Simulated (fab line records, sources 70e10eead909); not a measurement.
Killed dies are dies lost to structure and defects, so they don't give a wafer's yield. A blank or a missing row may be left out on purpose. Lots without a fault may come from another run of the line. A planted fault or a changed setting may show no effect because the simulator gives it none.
Chamber matching | flow nand_harc | NHARC_A_CONTACT_ETCH_88 on rie_diel-07: 4 sister chambers
The step etches the open film in CF4, target depth 39 nm, time 65 s. 16 wafers are shown with their chamber, then 8 later ones without.

WAFERS WITH THEIR CHAMBER
wafer  | chamber | showerhead_plenum_p_Torr (Torr) | drypump_motor_current_A (A) | rf_vpp_V (V)
L599.4 | 2       | 1.82                            | 6.2                         | 151.8
L599.5 | 0       | 1.81                            | 5.6                         | 152.8
L599.6 | 1       | 1.85                            | 5.9                         | 153.7
L601.3 | 0       | 1.81                            | 5.6                         | 152.4
L601.5 | 1       | 1.85                            | 5.9                         | 152.1
L601.6 | 0       | 1.81                            | 5.6                         | 151.1
L604.1 | 3       | 1.68                            | 6.2                         | 150.5
L604.2 | 0       | 1.80                            | 5.6                         | 153.1
L604.6 | 3       | 1.68                            | 6.2                         | 150.9
L603.4 | 3       | 1.68                            | 6.2                         | 149.7
L603.5 | 0       | 1.80                            | 5.6                         | 151.9
L603.6 | 1       | 1.85                            | 5.9                         | 152.0
L606.1 | 0       | 1.80                            | 5.6                         | 150.6
L606.2 | 3       | 1.68                            | 6.2                         | 151.0
L606.4 | 1       | 1.85                            | 5.9                         | 153.1
L607.4 | 3       | 1.68                            | 6.1                         | 149.5

SIGNATURES (means of the wafers above)
reading                  | chamber 0 | chamber 1 | chamber 2 | chamber 3 | scatter within a chamber
showerhead_plenum_p_Torr | 1.8050    | 1.8500    | 1.8200    | 1.6800    | 0.00354
drypump_motor_current_A  | 5.600     | 5.900     | 6.200     | 6.180     | 0.0258
rf_vpp_V                 | 151.983   | 152.725   | 151.800   | 150.320   | 0.851
Rule: a wafer's distance from a chamber is the root of the sum, over the readings, of the square of ((its reading less the chamber's mean) divided by the reading's scatter). The wafer belongs to the nearest chamber; if the next one is less than 2 further off, it can't be placed. The scatter: the root of (the sum of the squares of (reading less its chamber's mean) over the shown wafers, divided by (wafers less chambers)).

WAFERS WITHOUT THEIR CHAMBER
wafer  | showerhead_plenum_p_Torr (Torr) | drypump_motor_current_A (A) | rf_vpp_V (V)
L607.5 | 1.84                            | 5.8                         | 152.9
L607.6 | 1.82                            | 6.2                         | 152.3
L614.4 | 1.68                            | 6.2                         | 149.1
L614.5 | 1.68                            | 6.2                         | 151.2
L614.6 | 1.82                            | 6.2                         | 151.8
L613.1 | 1.81                            | 6.2                         | 151.2
L613.3 | 1.84                            | 5.9                         | 152.8
L613.6 | 1.80                            | 5.6                         | 152.2

WHICH CHAMBER EACH WENT THROUGH
wafer  | from the rows above | in truth
L607.5 | 1                   | 1
L607.6 | 2                   | 2
L614.4 | 3                   | 3
L614.5 | 3                   | 3
L614.6 | 2                   | 2
L613.1 | 2                   | 2
L613.3 | 1                   | 1
L613.6 | 0                   | 0
Placed correctly: 8 of 8. Can't be placed from these rows: 0. Placed wrongly: 0.
